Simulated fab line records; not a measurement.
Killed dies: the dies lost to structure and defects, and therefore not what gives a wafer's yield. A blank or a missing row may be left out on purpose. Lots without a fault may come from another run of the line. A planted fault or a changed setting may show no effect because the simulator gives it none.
Split-lot study :: flow n5_finfet :: 7 lots, 39 wafers read, on a route of 1938 steps

ON THE SPLIT
At N5_BEOL_M14_DEP_53 (deposits SiCN from 3MS/NH3, target thk 50 nm, time 17.8 s), the setting time_s was moved away from the recipe's 17.8 s on 18 of the 39 wafers read, by -51.2% to +37.4%. For the rest of the wafers, this setting stayed at what the recipe calls for.

The split's own step is where the reading is taken.

THE READING
SiCN_of_BEOL_M14_DEP_53.thk_nm (the simulator's own value, which no gauge read), in nm, at N5_BEOL_M14_DEP_53 (deposits SiCN from 3MS/NH3, target thk 50 nm, time 17.8 s). No usual value for it is given in the file. Here, 21 wafers ran the recipe; their average is 49.9 nm with a standard deviation of 0.7 nm.

wafer: L079.2
tool, chamber at the split: pecvd-02, 0
time_s as run, s: 17.8
against the recipe: recipe
SiCN_of_BEOL_M14_DEP_53.thk_nm, nm: 49.6
against lot-mates on the recipe: -

wafer: L079.4
tool, chamber at the split: pecvd-02, 0
time_s as run, s: 17.8
against the recipe: recipe
SiCN_of_BEOL_M14_DEP_53.thk_nm, nm: 50.2
against lot-mates on the recipe: -

wafer: L079.6
tool, chamber at the split: pecvd-02, 2
time_s as run, s: 17.8
against the recipe: recipe
SiCN_of_BEOL_M14_DEP_53.thk_nm, nm: 52
against lot-mates on the recipe: -

wafer: L077.1
tool, chamber at the split: pecvd-04, 0
time_s as run, s: 8.796
against the recipe: -50.6%
SiCN_of_BEOL_M14_DEP_53.thk_nm, nm: 24
against lot-mates on the recipe: -26.0

wafer: L077.2
tool, chamber at the split: pecvd-04, 2
time_s as run, s: 8.796
against the recipe: -50.6%
SiCN_of_BEOL_M14_DEP_53.thk_nm, nm: 24.4
against lot-mates on the recipe: -25.6

wafer: L077.3
tool, chamber at the split: pecvd-04, 1
time_s as run, s: 17.8
against the recipe: recipe
SiCN_of_BEOL_M14_DEP_53.thk_nm, nm: 49.8
against lot-mates on the recipe: -

wafer: L077.4
tool, chamber at the split: pecvd-04, 0
time_s as run, s: 8.796
against the recipe: -50.6%
SiCN_of_BEOL_M14_DEP_53.thk_nm, nm: 24.2
against lot-mates on the recipe: -25.8

wafer: L077.5
tool, chamber at the split: pecvd-04, 2
time_s as run, s: 17.8
against the recipe: recipe
SiCN_of_BEOL_M14_DEP_53.thk_nm, nm: 50.2
against lot-mates on the recipe: -

wafer: L077.6
tool, chamber at the split: pecvd-04, 1
time_s as run, s: 17.8
against the recipe: recipe
SiCN_of_BEOL_M14_DEP_53.thk_nm, nm: 50
against lot-mates on the recipe: -

wafer: L078.1
tool, chamber at the split: pecvd-02, 0
time_s as run, s: 17.8
against the recipe: recipe
SiCN_of_BEOL_M14_DEP_53.thk_nm, nm: 49
against lot-mates on the recipe: -

wafer: L078.2
tool, chamber at the split: pecvd-02, 2
time_s as run, s: 17.8
against the recipe: recipe
SiCN_of_BEOL_M14_DEP_53.thk_nm, nm: 50.2
against lot-mates on the recipe: -

wafer: L078.3
tool, chamber at the split: pecvd-02, 1
time_s as run, s: 24.46
against the recipe: +37.4%
SiCN_of_BEOL_M14_DEP_53.thk_nm, nm: 67.6
against lot-mates on the recipe: +17.7

wafer: L078.4
tool, chamber at the split: pecvd-02, 1
time_s as run, s: 24.46
against the recipe: +37.4%
SiCN_of_BEOL_M14_DEP_53.thk_nm, nm: 68.4
against lot-mates on the recipe: +18.5

wafer: L078.5
tool, chamber at the split: pecvd-02, 0
time_s as run, s: 17.8
against the recipe: recipe
SiCN_of_BEOL_M14_DEP_53.thk_nm, nm: 50.4
against lot-mates on the recipe: -

wafer: L078.6
tool, chamber at the split: pecvd-02, 2
time_s as run, s: 24.46
against the recipe: +37.4%
SiCN_of_BEOL_M14_DEP_53.thk_nm, nm: 68.6
against lot-mates on the recipe: +18.7

wafer: L081.1
tool, chamber at the split: pecvd-02, 2
time_s as run, s: 10.13
against the recipe: -43.1%
SiCN_of_BEOL_M14_DEP_53.thk_nm, nm: 27.2
against lot-mates on the recipe: -22.3

wafer: L081.2
tool, chamber at the split: pecvd-02, 0
time_s as run, s: 10.13
against the recipe: -43.1%
SiCN_of_BEOL_M14_DEP_53.thk_nm, nm: 27.4
against lot-mates on the recipe: -22.1

wafer: L081.3
tool, chamber at the split: pecvd-02, 1,0
time_s as run, s: 17.8
against the recipe: recipe
SiCN_of_BEOL_M14_DEP_53.thk_nm, nm: 49.4
against lot-mates on the recipe: -

wafer: L081.5
tool, chamber at the split: pecvd-02, 1,0
time_s as run, s: 17.8
against the recipe: recipe
SiCN_of_BEOL_M14_DEP_53.thk_nm, nm: 49.4
against lot-mates on the recipe: -

wafer: L081.4
tool, chamber at the split: pecvd-02, 2
time_s as run, s: 17.8
against the recipe: recipe
SiCN_of_BEOL_M14_DEP_53.thk_nm, nm: 49.6
against lot-mates on the recipe: -

wafer: L081.6
tool, chamber at the split: pecvd-02, 1
time_s as run, s: 10.13
against the recipe: -43.1%
SiCN_of_BEOL_M14_DEP_53.thk_nm, nm: 28.6
against lot-mates on the recipe: -20.9

wafer: L085.1
tool, chamber at the split: pecvd-02, 0
time_s as run, s: 17.8
against the recipe: recipe
SiCN_of_BEOL_M14_DEP_53.thk_nm, nm: 49.4
against lot-mates on the recipe: -

wafer: L085.2
tool, chamber at the split: pecvd-02, 1,0
time_s as run, s: 17.8
against the recipe: recipe
SiCN_of_BEOL_M14_DEP_53.thk_nm, nm: 49.2
against lot-mates on the recipe: -

wafer: L085.4
tool, chamber at the split: pecvd-02, 1,0
time_s as run, s: 17.8
against the recipe: recipe
SiCN_of_BEOL_M14_DEP_53.thk_nm, nm: 49.2
against lot-mates on the recipe: -

wafer: L085.3
tool, chamber at the split: pecvd-02, 2
time_s as run, s: 8.68
against the recipe: -51.2%
SiCN_of_BEOL_M14_DEP_53.thk_nm, nm: 24.6
against lot-mates on the recipe: -24.7

wafer: L085.5
tool, chamber at the split: pecvd-02, 1
time_s as run, s: 8.68
against the recipe: -51.2%
SiCN_of_BEOL_M14_DEP_53.thk_nm, nm: 25
against lot-mates on the recipe: -24.3

wafer: L085.6
tool, chamber at the split: pecvd-02, 2
time_s as run, s: 8.68
against the recipe: -51.2%
SiCN_of_BEOL_M14_DEP_53.thk_nm, nm: 24.8
against lot-mates on the recipe: -24.5

wafer: L087.1
tool, chamber at the split: pecvd-02, 0
time_s as run, s: 11.76
against the recipe: -33.9%
SiCN_of_BEOL_M14_DEP_53.thk_nm, nm: 32
against lot-mates on the recipe: -17.6

wafer: L087.2
tool, chamber at the split: pecvd-02, 1,2
time_s as run, s: 17.8
against the recipe: recipe
SiCN_of_BEOL_M14_DEP_53.thk_nm, nm: 49.2
against lot-mates on the recipe: -

wafer: L087.3
tool, chamber at the split: pecvd-02, 1,2
time_s as run, s: 17.8
against the recipe: recipe
SiCN_of_BEOL_M14_DEP_53.thk_nm, nm: 49.2
against lot-mates on the recipe: -

wafer: L087.4
tool, chamber at the split: pecvd-02, 1
time_s as run, s: 11.76
against the recipe: -33.9%
SiCN_of_BEOL_M14_DEP_53.thk_nm, nm: 32.8
against lot-mates on the recipe: -16.8

wafer: L087.5
tool, chamber at the split: pecvd-02, 0
time_s as run, s: 11.76
against the recipe: -33.9%
SiCN_of_BEOL_M14_DEP_53.thk_nm, nm: 32.4
against lot-mates on the recipe: -17.2

wafer: L087.6
tool, chamber at the split: pecvd-02, 2
time_s as run, s: 17.8
against the recipe: recipe
SiCN_of_BEOL_M14_DEP_53.thk_nm, nm: 50.4
against lot-mates on the recipe: -

wafer: L095.1
tool, chamber at the split: pecvd-01, 2
time_s as run, s: 17.8
against the recipe: recipe
SiCN_of_BEOL_M14_DEP_53.thk_nm, nm: 49.8
against lot-mates on the recipe: -

wafer: L095.2
tool, chamber at the split: pecvd-01, 0
time_s as run, s: 20.91
against the recipe: +17.5%
SiCN_of_BEOL_M14_DEP_53.thk_nm, nm: 57.6
against lot-mates on the recipe: +7.2

wafer: L095.3
tool, chamber at the split: pecvd-01, 2
time_s as run, s: 17.8
against the recipe: recipe
SiCN_of_BEOL_M14_DEP_53.thk_nm, nm: 51
against lot-mates on the recipe: -

wafer: L095.4
tool, chamber at the split: pecvd-01, 0,2
time_s as run, s: 20.91
against the recipe: +17.5%
SiCN_of_BEOL_M14_DEP_53.thk_nm, nm: 59
against lot-mates on the recipe: +8.6

wafer: L095.5
tool, chamber at the split: pecvd-01, 0,2
time_s as run, s: 20.91
against the recipe: +17.5%
SiCN_of_BEOL_M14_DEP_53.thk_nm, nm: 59
against lot-mates on the recipe: +8.6

wafer: L095.6
tool, chamber at the split: pecvd-01, 0
time_s as run, s: 17.8
against the recipe: recipe
SiCN_of_BEOL_M14_DEP_53.thk_nm, nm: 50.4
against lot-mates on the recipe: -
Where a row lists several chambers, the file gives one row for several wafers and doesn't say which wafer went through which chamber.

FIT RESULTS
A straight line over all 39 wafers: SiCN_of_BEOL_M14_DEP_53.thk_nm changes by +0.501 nm for each +1% of time_s; r = +1.00; the points scatter about the line by 0.68 nm.
The same after taking each lot's own level away (the mean of its wafers on the recipe; 39 wafers): +0.494 nm for each +1%; r = +1.00; scatter 0.64 nm.
Per that fit: largest time_s move, reading shift of 25 nm.
From 49.27 to 50.60 nm: that is the span of the lots' own levels, equal to 1.9 times the standard deviation above.
So the lot-to-lot level changes the slope little: the two slopes agree.
Check: -25.5 nm against its lot-mates is what the line predicts for one of the wafers moved furthest among these (-51.2%) when that wafer is left out of the fit. Against them it came out at -24.7 nm.

FURTHER SPLITS ON THESE WAFERS
Note: prior to the reading, these wafers also went through further splits. Each is held against what the fit with the lots' levels taken away leaves over:
other split on the same wafers: N5_BEOL_M9_ILD_DEP_00 target_thk_a
wafers away from the commonest value: 12
r with SiCN_of_BEOL_M14_DEP_53.thk_nm (lot level and that fit taken away): +0.27

other split on the same wafers: N5_BEOL_M11_ILD_DEP_00 time_s
wafers away from the commonest value: 15
r with SiCN_of_BEOL_M14_DEP_53.thk_nm (lot level and that fit taken away): -0.18

other split on the same wafers: N5_BEOL_M13_ETCH_68 time_s
wafers away from the commonest value: 9
r with SiCN_of_BEOL_M14_DEP_53.thk_nm (lot level and that fit taken away): +0.02

THE FILE'S OWN FIT
SiCN_of_BEOL_M14_DEP_53.thk_nm changes by +0.496 nm for each +1% of time_s, r = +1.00.
